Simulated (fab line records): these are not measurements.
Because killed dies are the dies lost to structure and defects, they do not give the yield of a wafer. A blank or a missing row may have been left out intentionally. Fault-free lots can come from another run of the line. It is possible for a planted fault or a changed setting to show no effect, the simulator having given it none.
What tool caused it? :: flow n5_finfet :: at 1 step of a route of 1938, 12 lots with 36 wafers sampled

== WHAT EACH GAUGE READ, for each wafer ==
N5_BEOL_M11_CD_MEAS_28 targets a cd of 70 nm.
lot: L076
measured: day 11 10:08
on: cd_sem-02
cd_nm (nm): 69.8 69.2 69.7

lot: L079
measured: day 11 21:14
on: cd_sem-02
cd_nm (nm): 69.8 70.8 71.3

lot: L081
measured: day 12 18:13
on: cd_sem-03
cd_nm (nm): 70.9 70.4 70.3

lot: L080
measured: day 13 01:28
on: cd_sem-02
cd_nm (nm): 70.3 70.5 69.8

lot: L083
measured: day 13 13:02
on: cd_sem-01
cd_nm (nm): 68.1 69.5 69.4

lot: L085
measured: day 14 02:06
on: cd_sem-01
cd_nm (nm): 70.0 69.4 69.3

lot: L088
measured: day 14 04:46
on: cd_sem-01
cd_nm (nm): 69.2 69.5 70.2

lot: L090
measured: day 15 04:26
on: cd_sem-03
cd_nm (nm): 70.3 71.1 68.4

lot: L091
measured: day 15 12:23
on: cd_sem-02
cd_nm (nm): 71.5 69.3 70.3

lot: L094
measured: day 15 21:20
on: cd_sem-01
cd_nm (nm): 69.0 69.1 68.3

lot: L096
measured: day 16 02:54
on: cd_sem-01
cd_nm (nm): 67.7 67.9 68.2

lot: L097
measured: day 16 05:58
on: cd_sem-02
cd_nm (nm): 69.9 70.4 68.7

== WHICH TOOL RAN EACH LOT (tool, then ch and the chambers of the sampled wafers, then the start) ==
There is no process step in the record ahead of these readings.

== THE ANSWER, worked out from the rows above alone ==
Rule: the usual values come from the lots themselves. Put in order of their means at a reading, lots are off if they are a third of the lots or fewer, leave a main group of 4 or more, and stand apart from it by a gap of 3 or more times the standard deviation of the main group's means; of several such gaps the widest counts. If all means in a main group match to the digits the tables above print for the reading, that group is not used. Also off: a lot with no number at a reading for which 4 or more lots have one. Where the step has rows for the other lots, those lots are counted as sound.
Nothing can be told from this: no lot is off at any reading shown.

== WHAT THE SIMULATOR HAD INSERTED ==
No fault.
